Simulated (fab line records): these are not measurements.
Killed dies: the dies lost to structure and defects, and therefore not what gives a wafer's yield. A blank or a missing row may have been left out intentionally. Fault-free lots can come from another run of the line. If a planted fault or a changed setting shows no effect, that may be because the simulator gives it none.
Split-lot study || flow n5Finfet || on a route of 1938 steps: 7 lots, 39 wafers read

## ABOUT THE SPLIT
At N5_BEOL_M12_ETCH_68 (etches SOC in N2/H2, time 285 s), the setting timeS was moved away from the recipe's 285 s on 12 of the 39 wafers read, by -40.4% to +53.8%. This setting was run at the recipe's value on the other wafers.

The reading comes from the split's own step.

## THE READING
SiARC_of_BEOL_M12_COAT_66.thkNm (the simulator's own value, which no gauge read), in nm, at N5_BEOL_M12_ETCH_68 (etches SOC in N2/H2, time 285 s). There is no usual value for it anywhere in the file. Here, 27 wafers ran the recipe; their average is 85.6 nm with a standard deviation of 0.36 nm.

{"wafer": "L074.1", "tool, chamber at the split": "rieDiel-02, 2", "timeS as run, s": 285, "against the recipe": "recipe", "SiARC_of_BEOL_M12_COAT_66.thkNm, nm": 85.2, "against lot-mates on the recipe": "-"}
{"wafer": "L074.2", "tool, chamber at the split": "rieDiel-02, 0", "timeS as run, s": 285, "against the recipe": "recipe", "SiARC_of_BEOL_M12_COAT_66.thkNm, nm": 84.8, "against lot-mates on the recipe": "-"}
{"wafer": "L074.3", "tool, chamber at the split": "rieDiel-02, 3", "timeS as run, s": 285, "against the recipe": "recipe", "SiARC_of_BEOL_M12_COAT_66.thkNm, nm": 86.2, "against lot-mates on the recipe": "-"}
{"wafer": "L074.4", "tool, chamber at the split": "rieDiel-02, 1,2", "timeS as run, s": 285, "against the recipe": "recipe", "SiARC_of_BEOL_M12_COAT_66.thkNm, nm": 85.4, "against lot-mates on the recipe": "-"}
{"wafer": "L074.5", "tool, chamber at the split": "rieDiel-02, 1,2", "timeS as run, s": 285, "against the recipe": "recipe", "SiARC_of_BEOL_M12_COAT_66.thkNm, nm": 85.4, "against lot-mates on the recipe": "-"}
{"wafer": "L074.6", "tool, chamber at the split": "rieDiel-02, 3", "timeS as run, s": 285, "against the recipe": "recipe", "SiARC_of_BEOL_M12_COAT_66.thkNm, nm": 85.6, "against lot-mates on the recipe": "-"}
{"wafer": "L078.1", "tool, chamber at the split": "rieDiel-04, 3,2", "timeS as run, s": 174.6, "against the recipe": "-38.7%", "SiARC_of_BEOL_M12_COAT_66.thkNm, nm": 95.8, "against lot-mates on the recipe": "+9.9"}
{"wafer": "L078.6", "tool, chamber at the split": "rieDiel-04, 3,2", "timeS as run, s": 174.6, "against the recipe": "-38.7%", "SiARC_of_BEOL_M12_COAT_66.thkNm, nm": 95.8, "against lot-mates on the recipe": "+9.9"}
{"wafer": "L078.2", "tool, chamber at the split": "rieDiel-04, 2", "timeS as run, s": 174.6, "against the recipe": "-38.7%", "SiARC_of_BEOL_M12_COAT_66.thkNm, nm": 95.4, "against lot-mates on the recipe": "+9.5"}
{"wafer": "L078.3", "tool, chamber at the split": "rieDiel-04, 0", "timeS as run, s": 285, "against the recipe": "recipe", "SiARC_of_BEOL_M12_COAT_66.thkNm, nm": 85.8, "against lot-mates on the recipe": "-"}
{"wafer": "L078.4", "tool, chamber at the split": "rieDiel-04, 1", "timeS as run, s": 285, "against the recipe": "recipe", "SiARC_of_BEOL_M12_COAT_66.thkNm, nm": 86, "against lot-mates on the recipe": "-"}
{"wafer": "L078.5", "tool, chamber at the split": "rieDiel-04, 1", "timeS as run, s": 285, "against the recipe": "recipe", "SiARC_of_BEOL_M12_COAT_66.thkNm, nm": 86, "against lot-mates on the recipe": "-"}
{"wafer": "L079.1", "tool, chamber at the split": "rieDiel-02, 0", "timeS as run, s": 285, "against the recipe": "recipe", "SiARC_of_BEOL_M12_COAT_66.thkNm, nm": 85.4, "against lot-mates on the recipe": "-"}
{"wafer": "L079.2", "tool, chamber at the split": "rieDiel-02, 1,2", "timeS as run, s": 285, "against the recipe": "recipe", "SiARC_of_BEOL_M12_COAT_66.thkNm, nm": 86, "against lot-mates on the recipe": "-"}
{"wafer": "L079.3", "tool, chamber at the split": "rieDiel-02, 1,2", "timeS as run, s": 285, "against the recipe": "recipe", "SiARC_of_BEOL_M12_COAT_66.thkNm, nm": 86, "against lot-mates on the recipe": "-"}
{"wafer": "L079.4", "tool, chamber at the split": "rieDiel-02, 0,2", "timeS as run, s": 417.2, "against the recipe": "+46.4%", "SiARC_of_BEOL_M12_COAT_66.thkNm, nm": 74.6, "against lot-mates on the recipe": -11.2}
{"wafer": "L079.5", "tool, chamber at the split": "rieDiel-02, 0,2", "timeS as run, s": 417.2, "against the recipe": "+46.4%", "SiARC_of_BEOL_M12_COAT_66.thkNm, nm": 74.6, "against lot-mates on the recipe": -11.2}
{"wafer": "L079.6", "tool, chamber at the split": "rieDiel-02, 1", "timeS as run, s": 417.2, "against the recipe": "+46.4%", "SiARC_of_BEOL_M12_COAT_66.thkNm, nm": 75.2, "against lot-mates on the recipe": -10.6}
{"wafer": "L080.1", "tool, chamber at the split": "rieDiel-02, 1", "timeS as run, s": 285, "against the recipe": "recipe", "SiARC_of_BEOL_M12_COAT_66.thkNm, nm": 85.8, "against lot-mates on the recipe": "-"}
{"wafer": "L080.5", "tool, chamber at the split": "rieDiel-02, 1", "timeS as run, s": 285, "against the recipe": "recipe", "SiARC_of_BEOL_M12_COAT_66.thkNm, nm": 85.8, "against lot-mates on the recipe": "-"}
{"wafer": "L080.2", "tool, chamber at the split": "rieDiel-02, 2", "timeS as run, s": 285, "against the recipe": "recipe", "SiARC_of_BEOL_M12_COAT_66.thkNm, nm": 85.6, "against lot-mates on the recipe": "-"}
{"wafer": "L080.6", "tool, chamber at the split": "rieDiel-02, 2", "timeS as run, s": 285, "against the recipe": "recipe", "SiARC_of_BEOL_M12_COAT_66.thkNm, nm": 85.6, "against lot-mates on the recipe": "-"}
{"wafer": "L080.3", "tool, chamber at the split": "rieDiel-02, 0", "timeS as run, s": 285, "against the recipe": "recipe", "SiARC_of_BEOL_M12_COAT_66.thkNm, nm": 85.4, "against lot-mates on the recipe": "-"}
{"wafer": "L080.4", "tool, chamber at the split": "rieDiel-02, 0", "timeS as run, s": 285, "against the recipe": "recipe", "SiARC_of_BEOL_M12_COAT_66.thkNm, nm": 85.4, "against lot-mates on the recipe": "-"}
{"wafer": "L083.1", "tool, chamber at the split": "rieDiel-02, 0", "timeS as run, s": 285, "against the recipe": "recipe", "SiARC_of_BEOL_M12_COAT_66.thkNm, nm": 85, "against lot-mates on the recipe": "-"}
{"wafer": "L083.2", "tool, chamber at the split": "rieDiel-02, 3", "timeS as run, s": 438.3, "against the recipe": "+53.8%", "SiARC_of_BEOL_M12_COAT_66.thkNm, nm": 71.2, "against lot-mates on the recipe": -14.1}
{"wafer": "L083.3", "tool, chamber at the split": "rieDiel-02, 2", "timeS as run, s": 285, "against the recipe": "recipe", "SiARC_of_BEOL_M12_COAT_66.thkNm, nm": 85.2, "against lot-mates on the recipe": "-"}
{"wafer": "L083.4", "tool, chamber at the split": "rieDiel-02, 1", "timeS as run, s": 285, "against the recipe": "recipe", "SiARC_of_BEOL_M12_COAT_66.thkNm, nm": 85.6, "against lot-mates on the recipe": "-"}
{"wafer": "L083.5", "tool, chamber at the split": "rieDiel-02, 0", "timeS as run, s": 438.3, "against the recipe": "+53.8%", "SiARC_of_BEOL_M12_COAT_66.thkNm, nm": 72, "against lot-mates on the recipe": -13.3}
{"wafer": "L083.6", "tool, chamber at the split": "rieDiel-02, 3", "timeS as run, s": 438.3, "against the recipe": "+53.8%", "SiARC_of_BEOL_M12_COAT_66.thkNm, nm": 71.6, "against lot-mates on the recipe": -13.7}
{"wafer": "L095.1", "tool, chamber at the split": "rieDiel-04, 1,3", "timeS as run, s": 285, "against the recipe": "recipe", "SiARC_of_BEOL_M12_COAT_66.thkNm, nm": 85.4, "against lot-mates on the recipe": "-"}
{"wafer": "L095.4", "tool, chamber at the split": "rieDiel-04, 1,3", "timeS as run, s": 285, "against the recipe": "recipe", "SiARC_of_BEOL_M12_COAT_66.thkNm, nm": 85.4, "against lot-mates on the recipe": "-"}
{"wafer": "L095.2", "tool, chamber at the split": "rieDiel-04, 0", "timeS as run, s": 285, "against the recipe": "recipe", "SiARC_of_BEOL_M12_COAT_66.thkNm, nm": 85.2, "against lot-mates on the recipe": "-"}
{"wafer": "L095.3", "tool, chamber at the split": "rieDiel-04, 2", "timeS as run, s": 170, "against the recipe": "-40.4%", "SiARC_of_BEOL_M12_COAT_66.thkNm, nm": 95.8, "against lot-mates on the recipe": "+10.5"}
{"wafer": "L095.5", "tool, chamber at the split": "rieDiel-04, 1", "timeS as run, s": 170, "against the recipe": "-40.4%", "SiARC_of_BEOL_M12_COAT_66.thkNm, nm": 95.4, "against lot-mates on the recipe": "+10.1"}
{"wafer": "L095.6", "tool, chamber at the split": "rieDiel-04, 2", "timeS as run, s": 170, "against the recipe": "-40.4%", "SiARC_of_BEOL_M12_COAT_66.thkNm, nm": 95.2, "against lot-mates on the recipe": "+9.9"}
{"wafer": "L094.2", "tool, chamber at the split": "rieDiel-04, 0", "timeS as run, s": 285, "against the recipe": "recipe", "SiARC_of_BEOL_M12_COAT_66.thkNm, nm": 85.8, "against lot-mates on the recipe": "-"}
{"wafer": "L094.4", "tool, chamber at the split": "rieDiel-04, 1", "timeS as run, s": 285, "against the recipe": "recipe", "SiARC_of_BEOL_M12_COAT_66.thkNm, nm": 86.2, "against lot-mates on the recipe": "-"}
{"wafer": "L094.6", "tool, chamber at the split": "rieDiel-04, 2", "timeS as run, s": 285, "against the recipe": "recipe", "SiARC_of_BEOL_M12_COAT_66.thkNm, nm": 86, "against lot-mates on the recipe": "-"}
When a row names more than one chamber, that row covers several wafers, and the file does not tell which wafer ran in which chamber.

THE FIT
A straight line over all 39 wafers: SiARC_of_BEOL_M12_COAT_66.thkNm changes by -0.25 nm for each +1% of timeS; r = -1.00; the points scatter about the line by 0.46 nm.
The same after taking each lot's own level away (the mean of its wafers on the recipe; 39 wafers): -0.249 nm for each +1%; r = -1.00; scatter 0.32 nm.
The reading moves by 13 nm for the largest change in timeS, on that fit.
The span of the lots' own levels, 85.27 to 86.00 nm, comes to 2.1 times the standard deviation stated above.
The two slopes agree, so the slope changes little with the lot-to-lot level.
Check: for one of the wafers moved furthest among these (+53.8%), held out of the fit, the line's prediction against its lot-mates is -13.2 nm. It came out at -14.1 nm against them.

## ADDITIONAL SPLITS CARRIED BY THESE WAFERS
Note: prior to the reading, these wafers also went through further splits. Each is held against what the fit with the lots' levels taken away leaves over:
{"other split on the same wafers": "N5_BEOL_M3_ILD_DEP_00 timeS", "wafers away from the commonest value": 18, "r with SiARC_of_BEOL_M12_COAT_66.thkNm (lot level and that fit taken away)": -0.01}
{"other split on the same wafers": "N5_BEOL_M5_DEP_56 targetThkA", "wafers away from the commonest value": 12, "r with SiARC_of_BEOL_M12_COAT_66.thkNm (lot level and that fit taken away)": -0.08}
{"other split on the same wafers": "N5_BEOL_M11_TRENCH_ETCH_37 timeS", "wafers away from the commonest value": 12, "r with SiARC_of_BEOL_M12_COAT_66.thkNm (lot level and that fit taken away)": -0.09}

## THE FILE'S OWN FIT
SiARC_of_BEOL_M12_COAT_66.thkNm changes by -0.249 nm for each +1% of timeS, r = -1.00.
